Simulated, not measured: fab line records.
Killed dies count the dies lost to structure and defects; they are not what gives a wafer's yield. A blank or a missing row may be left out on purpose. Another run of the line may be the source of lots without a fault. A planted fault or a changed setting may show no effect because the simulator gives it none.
fab line records + flow n5Finfet
[record]
- lots = 4
- wafers = 12
- lastDay = 18
route steps=1938 shown SDB@359 DUMMY_REMOVAL@377 HKMG_FIN@385 PASSIVATION@1936
lots that met no fault: taken from a fault-free run of the same line
startH: hours from the record's first day to the start of the lot's first wafer shown + waitH: hours since the lot's step before + " repeats the value in the row above + L1.1+2: a row that stands for several wafers + - no value, or no start was given + * or withheld: withheld + < > ~ a bound
route shown NAME@n: a module of which the file shows steps, and the number in the route of the first + usual: the fault-free wafers' mean and standard deviation + same: alike in all rows + chamber/n: place in a boat + sites: per-site readings + _std_site: standard deviation of those values + _edge_site: mean of outer sites minus mean of inner sites + radiusMm: for every site, how far away it sits from the centre of the wafer + mask NAME#n: copy n + behind: the most recent tool/chamber to have shaped the wafer + hold: why the lot was held/for how many hours/how that ended + device: the n, p or np transistor that did not switch + end of line: the same wafers' tests at the end of the route + for a step that has no rows: nothing shown but its recipe + killed: the dies lost at the first sort to structure and to defects; this is not the yield of the wafer + map: a wafer's dies, marking killed ones x, the rest . and places with no die _
set.NAME: the run value of the setting; set.NAME@STEP: its run value at that earlier step + model.NAME: the simulator's own value behind a step, which no gauge read
lots at some steps of the route; a table a step, a row a wafer
services: from which hour (startH, from the record's first day; less than 0 if before it) a tool's chamber was out of use, for how many hours, and why
[[steps]]
[step N5_SDB_DESCUM_16]
[recipe]
- chemistry = O2
- timeS = 7.9
- sourcePowerW = 50
- biasPowerW = 20
- pressureMtorr = 20
- rfFrequencyHz = 2.712e+07
- tempC = 40
- resist = CAR-ArF
- o2FlowSccm = 225
[step N5_SDB_ETCH_17]
[recipe]
- chemistry = CF4
- target = SiARC
- targetDepthA = 234
- maskMaterial = CAR-ArF
- timeS = 39
- ionEnergyEv = 80
- pressureMtorr = 40
- sourceW = 545
- biasW = 36
- Ar_flow_sccm = 100
- cf4FlowSccm = 100
- ends = cleared
[step N5_SDB_ETCH_18]
[recipe]
- chemistry = N2/H2
- target = SOC
- targetDepthA = 1000
- overetchA = 200
- maskMaterial = SiARC
- tempC = 40
- timeS = 150
- ionEnergyEv = 200
- pressureMtorr = 30
- sourceW = 840
- biasW = 150
- n2FlowSccm = 200
- h2FlowSccm = 200
[step N5_SDB_STRIP_19]
[recipe]
- chemistry = N2/H2
- tempC = 40
- n2FlowSccm = 200
- h2FlowSccm = 200
- rfFrequencyHz = 6e+07
[step N5_SDB_STRIP_21]
[recipe]
- chemistry = CF4
- resist = SiARC
- powerW = 300
- biasPowerW = 75
- pressureMtorr = 50
- cf4FlowSccm = 150
- rfFrequencyHz = 6e+07
[step N5_SDB_HM_OPEN_20]
[recipe]
- chemistry = CH3F/O2
- target = SiNx
- maskMaterial = SOC
- targetDepthA = 240
- stopOn = poly-Si
- overEtchFrac = 0.4
- ionEnergyEv = 120
- pressureMtorr = 30
- sourceW = 395
- biasW = 73
- Ar_flow_sccm = 150
- CH3F_flow_sccm = 30
- O2_flow_sccm = 20
[step N5_SDB_STRIP_22]
[recipe]
- chemistry = N2/H2
- powerW = 1000
- tempC = 250
- h2Frac = 0.65
- overashFraction = 0.3
- pressureMtorr = withheld
- n2FlowSccm = 1750
- h2FlowSccm = 3250
[step N5_SDB_PRECLEAN_23]
[recipe]
- chemistry = dHF
- timeS = 30
- tempC = 25
- dilution = withheld
[step N5_SDB_DUMMY_REMOVE_24]
[recipe]
- chemistry = TMAH
- tempC = 70
- target = poly-Si
- stopOn = SiO2
- targetDepthNm = 142
- concWtPct = 5
- timeS = 57
- dry = ipaMarangoni
- rinseTimeS = 30
- rinseTempC = 23
[step N5_SDB_ETCH_25]
[recipe]
- chemistry = C4F6/O2
- target = SiO2
- targetDepthA = 100
- timeS = 3.3
- ionEnergyEv = 250
- maskMaterial = SiNx
- pressureMtorr = 30
- sourceW = 345
- biasW = 185
- Ar_flow_sccm = 300
- C4F6_flow_sccm = 10
- O2_flow_sccm = 10
[step N5_SDB_CUT_ETCH_26]
[recipe]
- chemistry = HBr/Cl2/O2
- target = Si
- targetDepthA = 1296
- btTimeS = 20
- maskMaterial = SiNx
- timeS = 51.8
- ionEnergyEv = *
- biasW = *
- pressureMtorr = 10
- icpW = 800
- HBr_flow_sccm = 150
- Cl2_flow_sccm = 80
- O2_flow_sccm = 12
[step N5_SDB_PRECLEAN_38]
[recipe]
- chemistry = dHF
- timeS = 10
- dilution = 750:1
- tempC = 25
[step N5_SDB_PRECLEAN_39]
[recipe]
- chemistry = O3/DIW
- timeS = 45
- tempC = 22
- o3Ppm = 10
| lot.wafer  | tool        | chamber | startH | waitH |
|------------|-------------|---------|--------|-------|
| L809.2+3+5 | wetBench-04 | 3,2,1   | 122.40 | 0.0   |
| L817.1+5+6 | wetBench-04 | 1,6,7   | 171.07 | 0.0   |
| L819.1+5+6 | wetBench-04 | 1,7,3   | 183.83 | 0.0   |
| L820.1+3+6 | wetBench-06 | 6,7,2   | 187.08 | 0.0   |
[step N5_SDB_SRD_28]
[recipe]
- dry = ipaMarangoni
- timeS = 30
- tempC = 23
- rinseLiquid = diw
[step N5_SDB_ALD_29]
[recipe]
- material = SiNx
- targetThkA = 300
- tempC = 400
- aldPrecursorFamily = SiH2I2
- aldCoReactant = N2/H2-plasma
- pulseTimeS = 1
- aldCycles = 600
- purgeTimeS = 2
- coReactantPurgeTimeS = 2
- pressureTorr = 2
[step N5_SDB_CMP_30]
[recipe]
- stopOn = poly-Si
- tOverpolishS = 1.54
- postCmpClean = alkalineBrush
- downForcePsi = 4.1491
- platenRpm = 51.796
- padVelocityMS = 1.0306
- targetThkNm = 30
[step N5_DUMMY_REMOVAL_HM_STRIP_01]
[recipe]
- chemistry = CH3F/O2
- material = SiNx
- targetDepthA = 40
- stopOn = poly-Si
- timeS = 6.8
- overEtchFrac = 0.3
- ionEnergyEv = 60
- powerW = 410
- biasW = 29
- Ar_flow_sccm = 150
- CH3F_flow_sccm = 30
- O2_flow_sccm = 20
[step N5_DUMMY_REMOVAL_STRIP_10]
[recipe]
- chemistry = N2/H2
- timeS = 40
- powerW = 100
- tempC = 40
- pressureMtorr = 100
- rfFrequencyHz = 6e+07
- biasPowerW = 3
- n2FlowSccm = 300
- h2FlowSccm = 300
[step N5_DUMMY_REMOVAL_PRECLEAN_07]
[recipe]
- chemistry = dHF
- timeS = 30
- tempC = 25
- dilution = withheld
[step N5_DUMMY_REMOVAL_DUMMY_REMOVE_02]
[recipe]
- chemistry = TMAH
- tempC = 70
- target = poly-Si
- stopOn = SiO2
- targetDepthNm = 142
- concWtPct = 5
- timeS = 57
- dry = ipaMarangoni
- rinseTimeS = 30
- rinseTempC = 23
[step N5_DUMMY_REMOVAL_PRECLEAN_08]
[recipe]
- chemistry = NF3:NH3
- afsCycles = 2
- tempC = 30
- timeS = 20
- sublimationTempC = 180
- sublimationTimeS = 60
- pressureTorr = 3
- rfPowerW = 30
[step N5_DUMMY_REMOVAL_PRECLEAN_04]
[recipe]
- chemistry = DHF
- timeS = 37
- tempC = 25
- dilution = 500:1
[step N5_DUMMY_REMOVAL_SRD_05]
[recipe]
- dry = ipaMarangoni
- doPpb = 5
- timeS = 30
- tempC = 23
- rinseLiquid = diw
[step N5_HKMG_FIN_IL_REGROW_00]
[recipe]
- material = SiO2
- targetThkA = 7.5
- chemistry = O3
- tempC = withheld
- timeS = 30
[step N5_HKMG_FIN_HK_ALD_01]
[recipe]
- material = HfO2
- targetThkA = 16
- tempC = withheld
- aldPrecursorFamily = HfCl4
- aldCoReactant = H2O
- pulseTimeS = 3
- purgeTimeS = 3
- coReactantPurgeTimeS = 2.5
- coReactantPulseTimeS = 0.3
- aldCycles = 30
[step N5_HKMG_FIN_HK_ANNEAL_02]
[recipe]
- tempC = 700
- timeS = 30
- ambient = N2
- idleTempC = 600
- rampUpCPerS = 150
- rampDownCPerS = 60
- coolToC = 600
[step N5_HKMG_FIN_ALD_74]
[recipe]
- material = La2O3
- targetThkA = 5
- tempC = 250
- aldPrecursorFamily = La-Cp
- aldCoReactant = O3
- pulseTimeS = 6
- coReactantPulseTimeS = 1
- purgeTimeS = 3
- coReactantPurgeTimeS = 3
[step N5_HKMG_FIN_ALD_75]
[recipe]
- material = Al2O3
- targetThkA = 10
- tempC = 150
- aldPrecursorFamily = TMA
- aldCoReactant = H2O
- pulseTimeS = withheld
- coReactantPulseTimeS = 1
[step N5_HKMG_FIN_COAT_41]
[recipe]
- resist = SOC
- tempC = 250
- timeS = 60
- spinRpm = 1500
- resistThkNm = 300
[step N5_HKMG_FIN_COAT_42]
[recipe]
- resist = SiARC
- tempC = 220
- timeS = 60
- spinRpm = 1500
- resistThkNm = 35
[step N5_HKMG_FIN_COAT_43]
[recipe]
- resist = CAR-ArF
- spinRpm = 1500
- resistThkNm = 90
[step N5_HKMG_FIN_EBR_45]
[recipe]
- solvent = PGMEA
- ebrWidthMm = 1.5
[step N5_HKMG_FIN_SOFTBAKE_44]
[recipe]
- tempC = 110
- timeS = 60
- resist = CAR-ArF
[step N5_HKMG_FIN_EXPOSE_46]
[recipe]
- maskId = NDIPOLE
- na = 1.35
- sourceShape = conventional
- sigmaOuter = 0.8
- polarization = unpolarized
- doseMj = 40
[step N5_HKMG_FIN_PEB_47]
[recipe]
- pebTempC = withheld
- pebTimeS = 60
- resist = CAR-ArF
[step N5_HKMG_FIN_DEVELOP_48]
[recipe]
- developTimeS = 30
- developer = TMAH
- resist = CAR-ArF
- rinseLiquid = diw
- dry = airSpin
- devTempC = 23
[step N5_PASSIVATION_PROBE_49]
[usual]
- killed_at_M0_to_M3 = 36/11
- killed_at_M4_up = 14/5.6
- killedAtContacts = 11/5.6
- killedAtFrontEnd = 40/12
- killedAtOther = 4/3.2
- killedDies = 105/17
- killedOnRim = 14/3.4
- killedOpen = 69/12
- killedShort = 34/8.4
[same]
- grossDies = 1180
- killedAtBackSide = 0
| lot.wafer | tool      | chamber | startH | waitH | killed_at_M0_to_M3 | killed_at_M4_up | killedAtContacts | killedAtFrontEnd | killedAtOther | killedDies | killedOnRim | killedOpen | killedShort |
|-----------|-----------|---------|--------|-------|--------------------|-----------------|------------------|------------------|---------------|------------|-------------|------------|-------------|
| L809.2    | prober-02 | -       | 357.46 | 0.1   | 31                 | 10              | 9                | 41               | 1             | 92         | 11          | 53         | 37          |
| L809.3    | prober-02 | -       | 357.51 | 0.1   | 48                 | 11              | 7                | 55               | 1             | 122        | 21          | 69         | 43          |
| L809.5    | prober-02 | -       | 357.61 | 0.2   | 31                 | 11              | 13               | 41               | 6             | 102        | 19          | 72         | 24          |
| L819.1    | prober-02 | -       | 413.11 | 0.0   | 53                 | 7               | 20               | 113              | 9             | 202        | 33          | 76         | 47          |
| L819.5    | prober-02 | -       | 413.31 | 0.2   | 27                 | 12              | 9                | 178              | 0             | 226        | 18          | 62         | 26          |
| L819.6    | prober-02 | -       | 413.36 | 0.3   | 35                 | 12              | 10               | 130              | 1             | 188        | 32          | 62         | 32          |
| L817.1    | prober-01 | -       | 414.45 | 0.0   | 42                 | 21              | 12               | 107              | 6             | 188        | 35          | 75         | 34          |
| L817.5    | prober-01 | -       | 414.65 | 0.2   | 31                 | 13              | 7                | 160              | 1             | 212        | 11          | 55         | 25          |
| L817.6    | prober-01 | -       | 414.70 | 0.3   | 26                 | 18              | 16               | 176              | 3             | 239        | 18          | 67         | 26          |
| L820.1    | prober-01 | -       | 426.47 | 0.0   | 23                 | 11              | 13               | 37               | 3             | 87         | 19          | 55         | 28          |
| L820.3    | prober-01 | -       | 426.57 | 0.1   | 33                 | 9               | 7                | 31               | 3             | 83         | 12          | 52         | 30          |
| L820.6    | prober-01 | -       | 426.72 | 0.3   | 36                 | 9               | 15               | 26               | 1             | 87         | 10          | 69         | 17          |
// killed by level:class
L809.2 FIN_SAQP:geometricParticle:short=10 FIN_SAQP:geometricParticle:open=10 BEOL_M0_SAQP:geometricParticle:open=8 DUMMY_GATE:geometricParticle:open=6 MOL_CONTACT_COAG:geometricParticle:open=5 BEOL_M0_SAQP:geometricParticle:short=5 BEOL_M1:geometricParticle:open=5 BEOL_M2:geometricParticle:open=5
L809.3 BEOL_M3:geometricParticle:open=16 BEOL_M0_SAQP:geometricParticle:short=11 FIN_SAQP:geometricParticle:short=9 HKMG_FIN:areaEtch=9 FIN_SAQP:geometricParticle:open=7 BEOL_M0_SAQP:geometricParticle:open=7 GATE_CUT:geometricParticle:short=6 MOL_CONTACT_COAG:geometricParticle:open=6
L809.5 FIN_SAQP:geometricParticle:open=10 STI_FIN_REVEAL:geometricParticle:open=10 MOL_CONTACT_COAG:geometricParticle:open=10 BEOL_M0_SAQP:geometricParticle:short=8 BEOL_M0_SAQP:geometricParticle:open=8 BEOL_M4:geometricParticle:open=7 BEOL_M1:geometricParticle:open=6 HKMG_FIN:areaEtch=5
L819.1 SDB:unspecified=79 MOL_CONTACT_COAG:geometricParticle:open=13 BEOL_M0_SAQP:geometricParticle:short=12 BEOL_M2:geometricParticle:open=10 FIN_SAQP:geometricParticle:open=8 BEOL_M1:geometricParticle:open=8 DUMMY_GATE:geometricParticle:open=7 MOL_CONTACT_COAG:geometricParticle:short=7
L819.5 SDB:unspecified=134 FIN_SAQP:geometricParticle:open=12 MOL_CONTACT_COAG:geometricParticle:open=9 FIN_SAQP:geometricParticle:short=7 BEOL_M0_SAQP:geometricParticle:open=7 BEOL_M1:geometricParticle:open=6 BEOL_M2:geometricParticle:open=6 BEOL_M0_SAQP:geometricParticle:short=5
L819.6 SDB:unspecified=94 BEOL_M1:geometricParticle:open=13 FIN_SAQP:geometricParticle:open=9 BEOL_M2:geometricParticle:open=7 DUMMY_GATE:geometricParticle:open=6 MOL_CONTACT_COAG:geometricParticle:open=6 STI_FIN_REVEAL:geometricParticle:open=5 FIN_SAQP:geometricParticle:short=4
L817.1 SDB:unspecified=78 MOL_CONTACT_COAG:geometricParticle:open=11 BEOL_M0_SAQP:geometricParticle:open=11 BEOL_M4:geometricParticle:open=11 BEOL_M0_SAQP:geometricParticle:short=10 FIN_SAQP:geometricParticle:short=8 FIN_SAQP:geometricParticle:open=8 BEOL_M3:geometricParticle:open=6
L817.5 SDB:unspecified=128 BEOL_M0_SAQP:geometricParticle:open=10 BEOL_M0_SAQP:geometricParticle:short=10 STI_FIN_REVEAL:geometricParticle:open=9 DUMMY_GATE:geometricParticle:open=6 MOL_CONTACT_COAG:geometricParticle:open=6 BEOL_M1:geometricParticle:open=4 BEOL_M4:geometricParticle:open=4
L817.6 SDB:unspecified=144 MOL_CONTACT_COAG:geometricParticle:open=12 BEOL_M4:geometricParticle:open=11 FIN_SAQP:geometricParticle:open=10 BEOL_M0_SAQP:geometricParticle:open=7 DUMMY_GATE:geometricParticle:open=4 MOL_CONTACT_COAG:geometricParticle:short=4 BEOL_M1:geometricParticle:open=4
L820.1 FIN_SAQP:geometricParticle:short=11 MOL_CONTACT_COAG:geometricParticle:open=11 FIN_SAQP:geometricParticle:open=10 BEOL_M2:geometricParticle:open=6 BEOL_M2:geometricParticle:short=4 BEOL_M3:geometricParticle:open=4 BEOL_M4:geometricParticle:open=4 DUMMY_GATE:geometricParticle:open=3
L820.3 FIN_SAQP:geometricParticle:short=6 MOL_CONTACT_COAG:geometricParticle:open=6 STARTING-WAFER:geometricParticle:short=6 BEOL_M3:geometricParticle:open=6 BEOL_M0_SAQP:geometricParticle:short=5 BEOL_M1:geometricParticle:open=5 BEOL_M2:geometricParticle:open=5 BEOL_M0:geometricParticle:open=4
L820.6 MOL_CONTACT_COAG:geometricParticle:open=14 BEOL_M0:geometricParticle:open=10 BEOL_M1:geometricParticle:open=7 BEOL_M2:geometricParticle:open=7 BEOL_M0_SAQP:geometricParticle:open=6 FIN_SAQP:geometricParticle:open=5 GATE_CUT:geometricParticle:short=5 BEOL_M0_SAQP:geometricParticle:short=5
// map L817.6 (x killed, . not)
_________________...x.......x________________
______________......x...x..x.x.x_____________
___________..x..............x......__________
__________x.x....................x.._________
________..............x...x....x.x.x.._______
_______......x.........x....x..........______
______.x................................_____
_____.x..xx.....................x........____
____...x.................x................___
___.....xx..........x............x....x....__
___........................................__
__........x....x..x..x...x..........x.....x._
__.............x......x............x......x._
_.........................x....xx.x..x.......
_........x...............xxxxxx..............
_x..................x..xxxxxx.x..............
_....................xxxxxxxx.xx.....x.....x.
_...x...........xxx.xxxxxxxxxxx.x.......x....
_..........x...x.xx.xxxxxxxxxxxxxx...........
_..............x....xxxxxxxxxxx...x......x...
_.................xxxxxxxxxxxxxxx..x.........
__..................xxxxxxxxxxxxx...x......._
__.............x..x.xxxxxxxxxxxxxx.........._
___...............xxxxxxxxxxxxxx.xx........__
___...............x..xxxxxxxxxx......x.....__
____.....x.....x..x..xxxxxxxx..xx...x.....___
_____.................xxxx.x.............____
______..................xx.x......x.x..._____
_______..............x...x.............______
________.....xx......x................_______
__________.........................x_________
___________.xx........x...x........__________
______________.x.x.......xx....._____________
_________________....x.x.....________________
// map L819.5 (x killed, . not)
_________________........x.xx________________
______________.........xxx......_____________
___________.....x..............x...__________
__________....x...x................._________
________...x.....x.................x.._______
_______.......x.x...............x..x...______
______..x.......x..xx..................._____
_____.............x......................____
____.x.......x....x......x.x..............___
___...x....................................__
___x.............x.....x..x................__
__...............x.x.....x...........x......_
__.....x................x.....x...x........._
_........x.....x..x..........................
_.....x................x.....................
_.xx..............xx..xx.xxxx.x..............
_.x................x.xxxxxxxx......x.........
_......x..x....x....xxxxxxxxxxx...x..........
_..........x........xxxxxxxxxxx...xx.........
_...............x...xxxxxxxxxxxxx.....x..x...
_x.x...............xxxxxxxxxxxxxx............
__............x.x.xxxxxxxxxxxxxxx..........._
__................x.xxxxxxxxxxxx..x.......x._
___...............x.xxxxxxxxxxxx...........__
___x..x......x.....xxxxxxxxxxxx.x..........__
____x...x..........xx.xxxxxxxxx..........x___
_____................x...x.x.............____
______.........x........x.x..x..x......._____
_______x........................x......______
________.......................x...x.._______
__________..x....x......x........x.._________
___________.......x.x..........x...__________
______________x......x.........._____________
_________________.......x.x..________________
[[services]]
| tool        | chamber | startH | hours | kind   |
|-------------|---------|--------|-------|--------|
| wetBench-06 | -       | 115.37 | 2.7   | repair |
[[key]]
[firstSign]
- step = N5_PASSIVATION_PROBE_49
- reading = killedAtFrontEnd
- direction = up
- sigmas = 8.7
- usual = 40
- struck = 144
[effect]
- step = N5_PASSIVATION_PROBE_49
- reading = killedDies
- direction = up
- sigmas = 6
- usual = 105
- struck = 209
[moreKillsBornAt]
- N5_SDB_PRECLEAN_39@wetBench-04 = 657
metAt N5_SDB_PRECLEAN_39
struckWafers L817.1,L817.5,L817.6,L819.1,L819.5,L819.6
testerLeftOut L817,L819
onsetBetween 122.40 171.07
[fault]
- kind = chamberParticleSource
- tool = wetBench-04
- chamber = -
- onsetH = 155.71
- steps = N5_SDB_PRECLEAN_39
- ratePerVisitCm2 = 1.1443
- endH = 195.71
// testerLeftOut: of these lots the tester's yield and bins aren't shown, on N5 and GAA mostly nor the transistor test; their killed dies are dies lost to structure and defects alone, not to doping, threshold or leakage, so they don't give the yield
